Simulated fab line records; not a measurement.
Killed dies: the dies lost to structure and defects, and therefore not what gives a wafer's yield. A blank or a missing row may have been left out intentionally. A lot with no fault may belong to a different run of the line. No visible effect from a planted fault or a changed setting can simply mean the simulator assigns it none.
A lot that was struck, set against a sound lot ; flow n5-finfet ; 40 steps out of a route of 1938
Sound: wafers L480.1, L480.4, L480.6. Struck: wafer L478.2. (L478.6 of the same lot was not struck and is left out.) The cause comes at the end.
Each step with rows lists, per side, the tool, then ch with its chambers, then its first start. Under that, the readings that differ: sound wafers ; struck wafers ; difference of the means ; sigmas: that difference in standard deviations of wafers without a fault.
alike: a reading whose means differ by less than 2 such deviations, as well as words and numbers matching on both sides. not compared: withheld readings; readings where some wafer has no value; bounds like >300 that might hide an equal value; numbers whose values overlap and for which the record gives no deviation.
Wherever a step has rows on one side only, a row that says differs or no value, or a row with sigmas, the two part there. Numbers that don't overlap but have no deviation are shown without sigmas and don't part them. A reading missing from all wafers of one side parts the sides only when that side holds two or more wafers.

first, 11 steps without rows for these wafers: N5_MOL_CONTACT_COAG_STRIP_96 (strips in N2/H2); N5_MOL_CONTACT_COAG_ETCH_47 (etches SiNx in CH3F/O2, stops on W, target depth 27 nm); N5_MOL_CONTACT_COAG_STRIP_119 (strips in N2/H2, time 30 s); N5_MOL_CONTACT_COAG_PRECLEAN_144 (cleans in alkaline clean, time 60 s); N5_MOL_CONTACT_COAG_SRD_145 (time 30 s); N5_MOL_CONTACT_COAG_COAT_62 (time 60 s, resist thk 60 nm); N5_MOL_CONTACT_COAG_COAT_63 (time 60 s, resist thk 10 nm); N5_MOL_CONTACT_COAG_COAT_64 (time 60 s, resist thk 10 nm); N5_MOL_CONTACT_COAG_COAT_34 (resist thk 40 nm); N5_MOL_CONTACT_COAG_EBR_36; N5_MOL_CONTACT_COAG_SOFTBAKE_35 (time 60 s).
N5_MOL_CONTACT_COAG_EXPOSE_37: exposes mask VD, defocus 0 nm.
  sound on euv-scanner-01 ch 0, day 9 01:41; struck on euv-scanner-02 ch 0, day 8 08:31
  alike: mask
then, 2 steps without rows for these wafers: N5_MOL_CONTACT_COAG_PEB_38 (peb time 60 s); N5_MOL_CONTACT_COAG_DEVELOP_39 (develop time 30 s).
N5_MOL_CONTACT_COAG_CD_MEAS_40: target cd 25.1 nm.
  sound on cd-sem-03 ch 0, day 9 01:50; struck on cd-sem-01 ch 0, day 8 08:39
reading;sound;struck;difference;sigmas
cd-nm (nm);25.11 24.78 25.22;22.79;-2.25;-9
then, 17 steps without rows for these wafers: N5_MOL_CONTACT_COAG_DESCUM_45 (chemistry O2, time 7 s); N5_MOL_CONTACT_COAG_ETCH_65 (etches underlayer in N2/H2, target depth 13 nm, time 10.4 s); N5_MOL_CONTACT_COAG_ETCH_66 (etches SiARC in CF4, target depth 13 nm, time 21.7 s); N5_MOL_CONTACT_COAG_ALD_133 (deposits SiO2, target thk 5 nm, pulse time 1 s, co reactant pulse time 1 s); N5_MOL_CONTACT_COAG_ETCHBACK_134 (etches SiO2 in CHF3, target depth 10 nm, time 6.7 s); N5_MOL_CONTACT_COAG_ETCH_67 (etches SOC in N2/H2, target depth 60 nm, overetch 21 nm, time 101.2 s); N5_MOL_CONTACT_COAG_STRIP_68 (strips in N2/H2); N5_MOL_CONTACT_COAG_STRIP_69 (strips in N2/H2); N5_MOL_CONTACT_COAG_ETCHBACK_136 (etches SiO2 in CHF3, target depth 25 nm, time 16.7 s); N5_MOL_CONTACT_COAG_STRIP_120 (strips in CHF3); N5_MOL_CONTACT_COAG_VIA_ETCH_117 (etches SiO2 in C4F6/O2, target depth 40 nm, overetch 8 nm, time 26 s); N5_MOL_CONTACT_COAG_ETCH_124 (etches SiNx in CH3F/O2, stops on SiOC, target depth 6.5 nm); N5_MOL_CONTACT_COAG_ETCH_48 (etches SiOC in C4F6/O2, target depth 15 nm, overetch 4.5 nm, time 17 s); N5_MOL_CONTACT_COAG_STRIP_72 (strips in N2/H2); N5_MOL_CONTACT_COAG_STRIP_49 (strips in N2/H2, time 30 s); N5_MOL_CONTACT_COAG_PRECLEAN_138 (cleans in alkaline clean, time 60 s); N5_MOL_CONTACT_COAG_SRD_139 (time 30 s).
N5_MOL_CONTACT_COAG_CD_MEAS_101: target cd 16 nm.
  sound: cd-sem-03 at day 9 03:02; struck: cd-sem-03 at day 8 09:36
reading;sound;struck;difference;sigmas
cd-nm (nm);16.3 15.9 16.0;13.8;-2.3;-6
then, 5 steps without rows for these wafers: N5_MOL_CONTACT_COAG_PRE_CLEAN_121; N5_MOL_CONTACT_COAG_CVD_140 (deposits W, target thk 66.5 nm, time 215 s); N5_MOL_CONTACT_COAG_PRECLEAN_127 (cleans in DIW, time 57.5 s); N5_MOL_CONTACT_COAG_SRD_128 (dry time 32 s); N5_MOL_CONTACT_COAG_CMP_52 (polishes, stops on SiO2, t overpolish 1.5 s, target thk 66.5 nm).
N5_BEOL_M4_RC_MEAS_101:
  the record has rows for the sound wafers here (prober-02 ch 0, day 11 16:30) and none for the struck ones
-- here the record skips 7 days between the struck wafers' starts before and after, leaving off in module BEOL_M4 and picking up in module PASSIVATION (first step shown: number 1936 of the route) --
N5_PASSIVATION_PROBE_49:
  sound: prober-01 at day 16 05:10; struck: prober-01 at day 15 19:34
reading;sound;struck;difference;sigmas
defect-limited-yield (%);87.3 91.2 90.6;0;-90;-60
killed_at_M0_to_M3;56 42 34;23;-21;-2
killed-at-contacts;13 10 9;1092;+1081;+99 or more
killed-dies;150 104 111;1180;+1058;+62
killed-on-rim;14 12 18;152;+137;+33
sort-n-pass;1030 1076 1069;0;-1058;-62
sort-yield-pct (%);87.3 91.2 90.6;0;-90;-60
  alike: killed_at_M4_up, killed-at-front-end, killed-at-other, killed-open, killed-short, sort_bin_5_function, sort_bin_6_memory

== WHERE THEY PART ==
At N5_MOL_CONTACT_COAG_CD_MEAS_40 first; at N5_PASSIVATION_PROBE_49 last (within this record only).

WHY: whatever the simulator had introduced
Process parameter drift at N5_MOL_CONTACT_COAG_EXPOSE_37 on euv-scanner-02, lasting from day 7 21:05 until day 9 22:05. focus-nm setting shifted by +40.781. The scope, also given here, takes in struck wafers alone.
